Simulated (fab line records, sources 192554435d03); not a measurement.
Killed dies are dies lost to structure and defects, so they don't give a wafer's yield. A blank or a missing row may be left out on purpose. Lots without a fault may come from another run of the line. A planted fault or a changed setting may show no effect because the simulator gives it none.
Chamber matching | flow n5_finfet | N5_GATE_CUT_CMP_23 on cmp-02: 4 sister chambers
The step polishes, stops on SiO2, t overpolish 23.4 s, target thk 16 nm. 16 wafers are shown with their chamber, then 8 later ones without.

WAFERS WITH THEIR CHAMBER
wafer  | chamber | motor_current_A (A) | time_to_endpoint_s (s) | overpolish_run_s (s)
L077.2 | 2       | 8.1                 | 14.0                   | 23.406
L077.4 | 1       | 7.7                 | 17.5                   | 23.403
L077.5 | 1       | 8.1                 | 17.4                   | 23.395
L078.1 | 1       | 8.0                 | 18.6                   | 23.420
L078.3 | 0       | 8.6                 | 14.8                   | 23.411
L078.4 | 3       | 8.1                 | 19.0                   | 23.411
L079.1 | 2       | 8.0                 | 14.7                   | 23.415
L079.3 | 3       | 8.1                 | 19.2                   | 23.407
L079.4 | 0       | 8.5                 | 21.0                   | 23.403
L084.3 | 3       | 8.1                 | 17.1                   | 23.395
L084.4 | 2       | 8.0                 | 15.9                   | 23.406
L084.5 | 3       | 7.8                 | 19.4                   | 23.402
L089.4 | 2       | 8.7                 | 18.3                   | 23.391
L089.5 | 1       | 7.6                 | 19.9                   | 23.409
L089.6 | 2       | 7.9                 | 20.0                   | 23.405
L090.1 | 1       | 7.6                 | 20.1                   | 23.407

SIGNATURES (means of the wafers above)
reading            | chamber 0 | chamber 1 | chamber 2 | chamber 3 | scatter within a chamber
motor_current_A    | 8.550     | 7.800     | 8.140     | 8.025     | 0.242
time_to_endpoint_s | 17.900    | 18.700    | 16.580    | 18.675    | 2.13
overpolish_run_s   | 23.40700  | 23.40680  | 23.40460  | 23.40375  | 0.00819
Rule: a wafer's distance from a chamber is the root of the sum, over the readings, of the square of ((its reading less the chamber's mean) divided by the reading's scatter). The wafer belongs to the nearest chamber; if the next one is less than 2 further off, it can't be placed. The scatter: the root of (the sum of the squares of (reading less its chamber's mean) over the shown wafers, divided by (wafers less chambers)).

WAFERS WITHOUT THEIR CHAMBER
wafer  | motor_current_A (A) | time_to_endpoint_s (s) | overpolish_run_s (s)
L090.3 | 8.4                 | 21.2                   | 23.400
L090.5 | 8.2                 | 20.0                   | 23.407
L092.2 | 7.9                 | 16.4                   | 23.410
L092.3 | 7.8                 | 18.5                   | 23.417
L092.6 | 8.8                 | 19.0                   | 23.399
L097.2 | 7.6                 | 21.8                   | 23.411
L097.3 | 9.0                 | 17.0                   | 23.415
L097.5 | 8.0                 | 17.0                   | 23.395

WHICH CHAMBER EACH WENT THROUGH
wafer  | from the rows above               | in truth
L090.3 | can't be placed: 0 or 3 or 2 or 1 | 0
L090.5 | can't be placed: 3 or 2 or 0 or 1 | 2
L092.2 | can't be placed: 2 or 1 or 3 or 0 | 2
L092.3 | can't be placed: 1 or 3 or 2      | 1
L092.6 | can't be placed: 0 or 2 or 3      | 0
L097.2 | can't be placed: 1 or 3 or 2      | 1
L097.3 | can't be placed: 0 or 2           | 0
L097.5 | can't be placed: 2 or 3 or 1 or 0 | 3
Placed correctly: 0 of 8. Can't be placed from these rows: 8 (the true chamber is among the candidates in 8). Placed wrongly: 0.
